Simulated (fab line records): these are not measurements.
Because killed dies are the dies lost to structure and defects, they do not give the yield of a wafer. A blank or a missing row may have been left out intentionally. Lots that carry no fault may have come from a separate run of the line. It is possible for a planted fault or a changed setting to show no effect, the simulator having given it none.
fab line records	flow nandHarc
record: lots: 6	wafers: 18	lastDay: 33
route steps=1302 shown A_M0@1164 A_M1@1169
lots that met no fault: from a run of the same line without faults
startH: the number of hours between the record's first day and the start of the first shown wafer of the lot	waitH: hours elapsed since this lot's preceding step	" same as the row above	L1.1+2: several wafers, shown together as one row	- either no value or no given start	* or withheld: withheld	< > ~ a bound
route shown NAME@n: names a module that has steps shown in the file, with the first one's number in the route	usual: mean/standard deviation of fault-free wafers	same: alike in all rows	chamber/n: place in a boat	sites: readings site by site	_std_site: their standard deviation	_edge_site: the outer-site mean with the inner-site mean subtracted	radiusMm: for every site, how far away it sits from the centre of the wafer	mask NAME#n: copy n	behind: the last tool/chamber to shape the wafer	hold: the reason the lot was held/the length of the hold in hours/how it ended	device: transistor that didn't switch, given as n, p or np	end of line: tests run on the same wafers once the route is complete	for a step that has no rows: nothing shown but its recipe	killed: the dies lost at the first sort to structure and to defects; this is not the yield of the wafer	map: per-die view of a wafer (x killed, . not killed, _ where there is no die)
set.NAME: setting as actually run; set.NAME@STEP: the setting as run at that earlier step	model.NAME: the simulator's own value behind a step, which no gauge read
lots at selected steps of the route; one table per step, one row per wafer
services: the hour from which a tool's chamber was out of use, counted from the record's first day as startH (under 0 if before that day), plus the number of hours and why
== steps ==
step: NHARC_A_M0_SRD_25
step: NHARC_A_M0_INSPECT_27
usual: rawDefectCount: 534/160
lot.wafer	tool	chamber	startH	waitH	rawDefectCount
L434.1	defectInspect-01	-	604.97	0.0	788
L434.4	"	-	"	"	845
L434.5	"	-	"	"	935
L436.2	defectInspect-02	-	614.21	0.0	426
L436.4	"	-	"	"	412
L436.6	"	-	"	"	373
L444.1	defectInspect-02	-	706.78	0.0	373
L444.2	"	-	"	"	377
L444.3	"	-	"	"	460
L445.1	defectInspect-02	-	708.43	0.0	426
L445.2	"	-	"	"	403
L445.3	"	-	"	"	312
L449.2	defectInspect-01	-	748.33	0.0	559
L449.3	"	-	"	"	732
L449.5	"	-	"	"	468
L450.2	defectInspect-01	-	751.60	0.0	589
L450.5	"	-	"	"	511
L450.6	"	-	"	"	380
step: NHARC_A_M0_PRE_CLEAN_31
recipe: timeS: 12	tempC: 370	rfPowerW: 300	gas: NH3
usual: heaterPowerW: 601/88
lot.wafer	tool	chamber	startH	waitH	heaterPowerW
L434.1	pecvd-04	2	605.04	0.1	557
L434.5	"	2	"	"	544
L434.4	"	1	"	"	546
L436.2	pecvd-04	1	614.30	0.1	570
L436.6	"	2	"	"	613
L436.4	"	0	"	"	747
L444.2	pecvd-03	2	706.84	0.1	592
L444.1	"	0	"	"	682
L444.3	"	1	"	"	517
L445.1	pecvd-02	1	708.50	0.1	524
L445.2	"	2	"	"	692
L445.3	"	0	"	"	509
L449.2	pecvd-04	1	748.41	0.1	525
L449.3	"	2	"	"	635
L449.5	"	0	"	"	782
L450.2	pecvd-02	0	751.68	0.1	494
L450.6	"	2	"	"	669
L450.5	"	1	"	"	496
step: NHARC_A_M0_DEP_32
recipe: targetThkA: 300	tempC: 370	targetThkNm: 30	pressureTorr: 3	flowSccm: 200	rfW: 450	material: SiCN
usual: heaterPowerW: 549/93
lot.wafer	tool	chamber	startH	waitH	heaterPowerW
L434.1	pecvd-04	2	605.12	0.1	463
L434.5	"	2	"	"	462
L434.4	"	1	"	"	452
L436.2	pecvd-04	1	614.44	0.1	541
L436.6	"	2	"	"	451
L436.4	"	0	"	"	592
L444.2	pecvd-03	2	706.92	0.1	581
L444.1	"	0	"	"	625
L444.3	"	1	"	"	443
L445.1	pecvd-02	1	708.58	0.1	430
L445.2	"	2	"	"	567
L445.3	"	0	"	"	428
L449.2	pecvd-04	1	748.52	0.1	442
L449.3	"	2	"	"	544
L449.5	"	0	"	"	636
L450.2	pecvd-02	0	751.78	0.1	487
L450.6	"	2	"	"	688
L450.5	"	1	"	"	462
step: NHARC_A_M1_DEP_00
recipe: targetThkA: 1825	targetThkNm: 182.5	tempC: withheld	pressureTorr: 5	flowSccm: 200	rfW: 600	material: SiOC
step: NHARC_A_M1_DEHYDRATE_01
recipe: tempC: 150	timeS: 120
step: NHARC_A_M1_HMDS_02
recipe: timeS: 30
step: NHARC_A_M1_COAT_34
recipe: tempC: 200	timeS: 65
step: NHARC_A_M1_COAT_03
recipe: spinRpm: 1500	resistThkNm: 90
step: NHARC_A_M1_SOFTBAKE_04
recipe: tempC: 105	timeS: 55
step: NHARC_A_M1_EBR_05
step: NHARC_A_M1_EXPOSE_06
recipe: na: 1.35	targetCdNm: 120	doseMj: 75.13	maskId: A_M1
usual: exposureDoseMJCm2: 74.89/0.2
lot.wafer	tool	chamber	startH	waitH	mask	exposureDoseMJCm2
L434.1	arfiScanner-03	0	606.22	-	A_M1#0	75.11
L434.4	"	0	"	"	A_M1#0	75.02
L434.5	"	0	"	"	A_M1#0	75.14
L436.2	arfiScanner-02	0	615.46	-	A_M1#0	75.10
L436.4	"	0	"	"	A_M1#0	75.08
L436.6	"	0	"	"	A_M1#0	75.11
L444.1	arfiScanner-02	0	707.90	-	A_M1#0	70.39
L444.2	"	0	"	"	A_M1#0	70.46
L444.3	"	0	"	"	A_M1#0	70.39
L445.1	arfiScanner-02	0	709.56	-	A_M1#0	71.23
L445.2	"	0	"	"	A_M1#0	71.23
L445.3	"	0	"	"	A_M1#0	71.23
L449.2	arfiScanner-01	0	749.59	-	A_M1#0	74.67
L449.3	"	0	"	"	A_M1#0	74.68
L449.5	"	0	"	"	A_M1#0	74.78
L450.2	arfiScanner-03	0	752.86	-	A_M1#0	75.09
L450.5	"	0	"	"	A_M1#0	75.04
L450.6	"	0	"	"	A_M1#0	75.11
step: NHARC_A_M1_PEB_07
recipe: pebTempC: 100	pebTimeS: 65
step: NHARC_A_M1_DEVELOP_08
recipe: developTimeS: 35	devTempC: 23
step: NHARC_A_M1_CD_MEAS_09
recipe: targetCdNm: 120	landingEnergyEv: 500
usual: cdNm: 120.2/0.71
lot.wafer	tool	chamber	startH	waitH	hold	cdNm
L434.1	cdSem-03	0	606.36	-	-	119.3
L434.4	"	0	"	"	-	118.5
L434.5	"	0	"	"	-	120.1
L436.2	cdSem-01	0	615.60	-	-	120.6
L436.4	"	0	"	"	-	120.4
L436.6	"	0	"	"	-	119.9
L444.1	cdSem-01	0	708.04	-	awaitDispo/0.2h/release	116.9
L444.2	"	0	"	"	awaitDispo/0.2h/release	116.6
L444.3	"	0	"	"	awaitDispo/0.2h/release	116.7
L444.1	cdSem-01	0	-	-	-	117.2
L444.2	"	0	"	"	-	116.2
L444.3	"	0	"	"	-	116.1
L445.1	cdSem-01	0	709.70	-	-	117.5
L445.2	"	0	"	"	-	117.4
L445.3	"	0	"	"	-	117.6
L449.2	cdSem-02	0	749.73	-	-	120.6
L449.3	"	0	"	"	-	121.4
L449.5	"	0	"	"	-	120.9
L450.2	cdSem-02	0	753.00	-	-	119.2
L450.5	"	0	"	"	-	120.0
L450.6	"	0	"	"	-	119.2
step: NHARC_A_M1_OVL_MEAS_10
recipe: pitchNm: 240
usual: overlayXNm: 0.3/1	overlayYNm: -0.2/1
lot.wafer	tool	chamber	startH	waitH	hold	overlayXNm	overlayYNm
L434.1	overlay-02	-	606.45	-	-	0.4	-0.4
L434.4	"	-	"	"	-	-0.4	-0.4
L434.5	"	-	"	"	-	0.2	-0.3
L436.2	overlay-02	-	615.69	-	-	-1.0	1.1
L436.4	"	-	"	"	-	-1.7	0.8
L436.6	"	-	"	"	-	-1.2	0.5
L444.1	overlay-02	-	709.70	-	awaitDispo/1.4h/release	-0.3	0.0
L444.2	"	-	"	"	awaitDispo/1.4h/release	-0.6	-0.1
L444.3	"	-	"	"	awaitDispo/1.4h/release	-0.4	0.1
L445.1	overlay-01	-	709.79	-	-	0.7	-1.4
L445.2	"	-	"	"	-	0.6	-1.4
L445.3	"	-	"	"	-	0.2	-1.2
L449.2	overlay-02	-	749.81	-	-	-0.1	-0.5
L449.3	"	-	"	"	-	0.0	-0.1
L449.5	"	-	"	"	-	-0.6	-0.7
L450.2	overlay-02	-	753.08	-	-	0.9	-2.0
L450.5	"	-	"	"	-	1.1	-1.6
L450.6	"	-	"	"	-	0.8	-1.8
step: NHARC_A_M1_INSPECT_11
usual: rawDefectCount: 91/34
lot.wafer	tool	chamber	startH	waitH	rawDefectCount
L434.1	defectInspect-01	-	606.49	0.0	133
L434.4	"	-	"	"	132
L434.5	"	-	"	"	125
L436.2	defectInspect-02	-	615.72	0.0	95
L436.4	"	-	"	"	90
L436.6	"	-	"	"	76
L444.1	defectInspect-02	-	709.73	0.0	115
L444.2	"	-	"	"	98
L444.3	"	-	"	"	111
L445.1	defectInspect-02	-	709.83	0.0	101
L445.2	"	-	"	"	88
L445.3	"	-	"	"	72
L449.2	defectInspect-01	-	749.85	0.0	72
L449.3	"	-	"	"	85
L449.5	"	-	"	"	87
L450.2	defectInspect-01	-	753.12	0.0	54
L450.5	"	-	"	"	63
L450.6	"	-	"	"	70
step: NHARC_A_M1_DESCUM_14
recipe: timeS: 3	o2FlowSccm: 200	arFlowSccm: 0	biasPowerW: 0	chemistry: O2
usual: chamberPressureMTorr: 59.99/0.052	drypumpMotorCurrentA: 5.92/0.21	oesProductAu: 1.004/0.016	rfVppV: 57.7/0.83	showerheadPlenumPTorr: 1.87/0.071	throttleValvePct: 11.310/0.0094
lot.wafer	tool	chamber	startH	waitH	chamberPressureMTorr	drypumpMotorCurrentA	oesProductAu	rfHoursCounterH	rfVppV	showerheadPlenumPTorr	throttleValvePct	model.A_M1.cdNm
L434.1	rieDiel-03	2	606.56	0.1	60.00	5.47	1.005	8.0	58.0	1.98	11.302	118.9
L434.4	"	3	"	"	59.92	5.66	1.006	7.6	59.2	2.04	11.291	119.3
L434.5	"	2	"	"	60.11	5.48	0.998	-	57.7	1.98	11.308	120
L436.2	rieDiel-05	2	615.78	0.1	60.00	5.82	1.026	2.2	58.8	1.97	11.299	120.4
L436.4	"	3	"	"	59.96	5.78	1.012	1.9	56.6	1.88	11.307	120.3
L436.6	"	2	"	"	59.99	5.83	1.028	-	57.1	1.97	11.299	120.4
L444.3	rieDiel-05	1	709.79	0.1	60.05	6.01	0.974	6.6	57.7	1.93	11.309	117
L444.1	"	2	"	"	60.02	5.83	1.020	6.8	58.3	1.97	11.307	116.9
L444.2	"	3	"	"	60.03	5.79	1.008	6.7	58.1	1.88	11.321	116.1
L445.3	rieDiel-05	1	709.89	0.1	60.03	6.01	0.978	6.7	56.5	1.93	11.320	118.5
L445.2	"	3	"	"	59.98	5.79	1.011	6.7	57.7	1.88	11.311	117.4
L445.1	"	0	"	"	59.90	5.97	0.985	6.5	56.6	1.79	11.305	118.3
L449.3	rieDiel-01	1	749.92	0.1	59.98	5.87	1.023	0.3	58.3	1.82	11.329	121.4
L449.2	"	3	"	"	60.03	5.73	1.003	0.5	56.7	1.79	11.324	120.5
L449.5	"	0	"	"	59.93	6.05	0.994	-	56.7	1.88	11.300	121.1
L450.2	rieDiel-01	0	753.20	0.1	60.08	6.08	0.992	0.5	57.3	1.88	11.311	120
L450.6	"	2	"	"	59.98	6.37	1.007	-	58.4	1.83	11.319	119
L450.5	"	3	"	"	59.98	5.76	1.004	-	58.7	1.79	11.301	120.1
step: NHARC_A_M1_ETCH_35
recipe: targetDepthA: 400	overetchA: 120	timeS: 43.94	ionEnergyEv: 200	n2FlowSccm: 150	h2FlowSccm: 150	arFlowSccm: 0	rfW: 400	biasW: 150	chemistry: N2/H2
usual: chamberPressureMTorr: 30.000/0.025	drypumpMotorCurrentA: 5.92/0.21	oesProductAu: 1.002/0.016	rfVppV: 429.4/2.4	showerheadPlenumPTorr: 2.00/0.08	throttleValvePct: 14.171/0.0093
lot.wafer	tool	chamber	startH	waitH	chamberPressureMTorr	drypumpMotorCurrentA	oesProductAu	rfHoursCounterH	rfVppV	showerheadPlenumPTorr	throttleValvePct
L434.1	rieDiel-03	1	606.64	0.1	30.033	6.19	1.009	8.2	427.1	1.92	14.179
L434.4	"	3	"	"	30.055	5.67	1.004	7.6	434.7	2.18	14.174
L434.5	"	0	"	"	29.972	5.21	1.000	-	433.2	2.15	14.170
L436.4	rieDiel-05	1	615.87	0.1	30.044	6.00	0.970	2.0	431.4	2.05	14.176
L436.2	"	2	"	"	30.019	5.84	1.016	2.2	433.5	2.11	14.174
L436.6	"	1	"	"	29.974	6.02	0.984	-	430.1	2.06	14.171
L444.3	rieDiel-05	1	709.95	0.1	30.019	6.03	0.974	6.6	431.6	2.05	14.178
L444.1	"	2	"	"	30.015	5.85	1.029	6.9	431.7	2.11	14.163
L444.2	"	3	"	"	30.039	5.80	1.023	6.7	431.5	2.00	14.175
L445.3	rieDiel-05	2	709.98	0.1	29.965	5.85	1.022	6.9	432.2	2.11	14.161
L445.2	"	3	"	"	30.012	5.80	1.026	6.7	430.9	2.00	14.164
L445.1	"	0	"	"	30.030	5.99	0.985	6.5	426.3	1.91	14.182
L449.2	rieDiel-01	3	750.01	0.1	29.998	5.77	1.007	0.5	428.4	1.90	14.183
L449.3	"	0	"	"	29.956	6.08	0.997	0.4	429.2	2.00	14.176
L449.5	"	0	"	"	30.005	6.06	0.980	-	430.7	2.00	14.177
L450.2	rieDiel-01	3	753.26	0.1	29.972	5.75	1.024	0.6	427.0	1.90	14.164
L450.5	"	3	"	"	30.014	5.74	1.010	-	428.2	1.90	14.171
L450.6	"	0	"	"	29.994	6.03	0.994	-	429.6	2.00	14.166
step: NHARC_A_M1_ETCH_15
recipe: targetDepthA: 1825	timeS: 91.2	c4f8FlowSccm: withheld	arFlowSccm: 400	rfW: 600	biasW: 300	chemistry: C4F8/Ar
usual: chamberPressureMTorr: 25.000/0.021	oesProductAu: 0.958/0.024	rfVppV: 439.7/2.5
lot.wafer	tool	chamber	startH	waitH	chamberPressureMTorr	oesProductAu	rfHoursCounterH	rfVppV
L434.4	rieDiel-03	0	-	-	24.998	0.979	7.9	444.4
L434.1	"	1	"	"	25.010	0.973	8.3	437.7
L434.5	"	3	"	"	25.008	0.984	-	445.2
L436.2	rieDiel-05	1	-	-	25.011	0.956	2.0	440.7
L436.4	"	3	"	"	25.038	0.970	1.9	439.8
L436.6	"	1	"	"	24.983	0.956	-	440.5
L445.3	rieDiel-05	0	-	-	24.965	0.906	6.5	436.8
L445.1	"	1	"	"	25.003	0.906	6.7	442.1
L445.2	"	3	"	"	24.973	0.942	6.8	439.5
L444.2	rieDiel-05	3	-	-	25.012	0.993	6.7	439.0
L444.1	"	0	"	"	25.004	0.966	6.5	435.3
L444.3	"	1	"	"	24.989	0.937	6.7	440.0
L449.2	rieDiel-01	0	-	-	24.995	0.959	0.4	438.4
L449.3	"	1	"	"	25.011	0.973	0.4	436.4
L449.5	"	0	"	"	24.967	0.961	-	439.8
L450.2	rieDiel-01	2	-	-	24.980	0.956	0.4	438.3
L450.5	"	3	"	"	25.024	0.959	-	436.0
L450.6	"	0	"	"	25.017	0.974	-	439.3
step: NHARC_A_M1_CD_MEAS_16
usual: cdNm: 120.3/1.1
lot.wafer	tool	chamber	startH	waitH	cdNm
L434.1	cdSem-03	-	606.85	-	117.8
L434.4	"	-	"	"	119.3
L434.5	"	-	"	"	120.5
L436.2	cdSem-03	-	616.09	-	120.0
L436.4	"	-	"	"	121.5
L436.6	"	-	"	"	121.7
L445.1	cdSem-01	-	710.21	-	118.8
L445.2	"	-	"	"	117.5
L445.3	"	-	"	"	118.5
L444.1	cdSem-01	-	710.24	-	117.1
L444.2	"	-	"	"	116.6
L444.3	"	-	"	"	118.2
L449.2	cdSem-02	-	750.27	-	120.1
L449.3	"	-	"	"	121.9
L449.5	"	-	"	"	121.2
L450.2	cdSem-01	-	753.49	-	119.3
L450.5	"	-	"	"	119.6
L450.6	"	-	"	"	119.7
step: NHARC_A_M1_STRIP_18
recipe: powerW: 1000	n2FlowSccm: 150	h2FlowSccm: 150	arFlowSccm: 0	biasW: 0	chemistry: N2/H2
usual: chamberPressureMTorr: 29.998/0.028	drypumpMotorCurrentA: 5.92/0.22	oesProductAu: 1.004/0.016	rfVppV: 90.4/0.96	showerheadPlenumPTorr: 1.99/0.079	throttleValvePct: 14.171/0.0087
lot.wafer	tool	chamber	startH	waitH	chamberPressureMTorr	drypumpMotorCurrentA	oesProductAu	rfHoursCounterH	rfVppV	showerheadPlenumPTorr	throttleValvePct
L434.1	rieDiel-01	3	606.93	0.1	29.995	5.78	1.008	1.0	90.6	1.91	14.174
L434.4	"	0	"	"	29.986	6.06	0.994	0.9	92.1	2.01	14.183
L434.5	"	0	"	"	30.040	6.07	0.994	-	90.1	2.01	14.167
L436.2	rieDiel-01	1	616.22	0.1	29.978	5.88	1.037	1.1	89.8	1.93	14.178
L436.4	"	2	"	"	30.013	6.29	1.028	1.3	89.5	1.95	14.176
L436.6	"	0	"	"	30.034	6.12	0.989	-	91.7	2.01	14.165
L445.1	rieDiel-01	0	710.31	0.1	30.008	6.08	1.010	3.7	89.4	2.00	14.166
L445.2	"	1	"	"	29.947	5.87	1.022	4.1	89.3	1.93	14.170
L445.3	"	2	"	"	29.959	6.33	1.005	4.3	91.2	1.95	14.173
L444.3	rieDiel-01	0	710.43	0.2	29.961	6.09	0.998	3.6	92.5	2.01	14.163
L444.1	"	1	"	"	29.997	5.86	1.018	4.0	88.0	1.93	14.170
L444.2	"	2	"	"	30.005	6.38	0.994	4.2	90.5	1.95	14.193
L449.3	rieDiel-05	2	750.34	0.1	30.021	5.82	1.024	8.9	90.1	2.10	14.172
L449.2	"	3	"	"	29.975	5.81	1.012	8.5	91.8	2.00	14.177
L449.5	"	3	"	"	30.015	5.81	1.008	-	90.5	2.00	14.173
L450.2	rieDiel-05	0	753.58	0.1	29.943	5.98	0.989	8.9	90.1	1.91	14.167
L450.5	"	3	"	"	29.949	5.79	1.020	-	91.2	2.00	14.162
L450.6	"	0	"	"	29.972	6.02	0.988	-	90.8	1.91	14.160
step: NHARC_A_M1_ETCH_28
recipe: targetDepthA: 300	overEtchFrac: 0.3	timeS: 72.99	ionEnergyEv: 150	cf4FlowSccm: 50	n2FlowSccm: 100	arFlowSccm: 150	rfW: 300	biasW: 100	chemistry: CF4/N2
usual: chamberPressureMTorr: 29.998/0.027	drypumpMotorCurrentA: 5.93/0.23	oesProductAu: 1.001/0.017	rfVppV: 313.1/1.9	showerheadPlenumPTorr: 2.57/0.093	throttleValvePct: 19.794/0.0085
lot.wafer	tool	chamber	startH	waitH	chamberPressureMTorr	drypumpMotorCurrentA	oesProductAu	rfHoursCounterH	rfVppV	showerheadPlenumPTorr	throttleValvePct	model.A_M1.cdNm
L434.1	rieDiel-01	2	-	-	30.032	6.33	1.021	1.1	312.4	2.52	19.787	118.3
L434.4	"	3	"	"	30.007	5.77	1.007	1.1	310.9	2.47	19.790	119.7
L434.5	"	1	"	"	29.967	5.88	1.027	-	311.9	2.50	19.795	120.3
L436.2	rieDiel-01	1	-	-	30.045	5.88	1.024	1.2	313.3	2.50	19.786	120.9
L436.4	"	2	"	"	29.972	6.36	1.011	1.3	312.5	2.52	19.779	120.5
L436.6	"	0	"	"	30.002	6.10	0.993	-	313.1	2.59	19.787	122.4
L445.2	rieDiel-01	3	-	-	29.959	5.78	1.002	4.2	312.1	2.47	19.792	119.3
L445.1	"	1	"	"	30.011	5.87	1.013	4.1	310.2	2.50	19.810	118.4
L445.3	"	2	"	"	30.038	6.32	0.994	4.3	310.5	2.52	19.805	117.8
L444.2	rieDiel-01	3	-	-	30.021	5.76	1.009	4.1	312.0	2.47	19.789	115.8
L444.3	"	1	"	"	30.027	5.90	1.014	4.0	312.9	2.50	19.786	118.7
L444.1	"	2	"	"	29.953	6.35	1.004	4.3	313.2	2.52	19.789	118.5
L449.3	rieDiel-05	1	-	-	30.008	6.01	0.970	9.2	314.9	2.64	19.799	121
L449.2	"	0	"	"	29.954	5.99	0.987	8.8	310.4	2.47	19.804	120.1
L449.5	"	2	"	"	29.988	5.82	1.032	-	315.3	2.70	19.797	121.2
L450.2	rieDiel-05	0	-	-	30.015	5.98	0.978	9.0	309.9	2.47	19.791	119.7
L450.5	"	1	"	"	30.003	6.03	0.980	-	313.8	2.64	19.778	119.7
L450.6	"	2	"	"	29.988	5.85	1.014	-	314.0	2.70	19.798	119.3
step: NHARC_A_M1_STRIP_19
recipe: timeS: 600	tempC: 30	chemistry: postEtchResidueRemover
== services ==
tool	chamber	startH	hours	kind
pecvd-04	2	583.16	2.0	repair
rieDiel-05	-	583.60	9.0	pm
pecvd-02	-	589.10	13.0	pm
pecvd-03	-	595.11	0.5	repair
arfiScanner-01	-	596.00	4.0	pm
pecvd-04	-	631.27	13.0	pm
rieDiel-03	-	635.30	9.0	pm
arfiScanner-02	-	640.05	3.2	repair
arfiScanner-02	-	644.93	0.9	repair
rieDiel-03	3	645.45	1.9	repair
arfiScanner-03	-	647.75	2.1	repair
arfiScanner-02	-	656.00	4.0	pm
arfiScanner-02	-	674.42	1.2	repair
arfiScanner-02	-	678.12	9.4	repair
pecvd-02	-	678.61	0.7	repair
rieDiel-01	-	681.01	3.2	repair
rieDiel-01	0	692.81	4.3	repair
rieDiel-01	-	703.85	2.2	repair
arfiScanner-03	-	712.00	4.0	pm
rieDiel-05	-	712.86	0.4	repair
arfiScanner-03	-	720.73	0.9	repair
pecvd-03	-	728.03	13.0	pm
rieDiel-01	-	734.80	9.0	pm
rieDiel-01	2	746.95	4.4	repair
== key ==
firstSign: step: NHARC_A_M1_EXPOSE_06	reading: exposureDoseMJCm2	direction: down	sigmas: 20	usual: 74.89	struck: 70.82
effect: step: NHARC_A_M1_CD_MEAS_09	reading: visit	direction: added	through: controlLoop
effect: step: NHARC_A_M1_CD_MEAS_16	reading: cdNm	direction: down	sigmas: 2.2	usual: 120.3	struck: 117.8	through: controlLoop
modelEffect: step: NHARC_A_M1_DESCUM_14	value: A_M1.cdNm	without: 120.7	struck: 117.3
modelEffect: step: NHARC_A_M1_ETCH_28	value: A_M1.cdNm	without: 121.4	struck: 118.1
metAt NHARC_A_M1_EXPOSE_06
struckWafers L444.1,L444.2,L444.3,L445.1,L445.2,L445.3
loopTrim: step: NHARC_A_M1_EXPOSE_06	setting: dose	lots: L445
onsetBetween 615.46 707.90
fault: kind: processParameterDrift	tool: arfiScanner-02	chamber: -	onsetH: 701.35	steps: NHARC_A_M1_EXPOSE_06	channel: doseMj	offset: -4.5918	shape: step	actsIn: theseRecipesOnly	stated: 75.13
loopTrim: a control loop set the setting to another value than it would have without faults
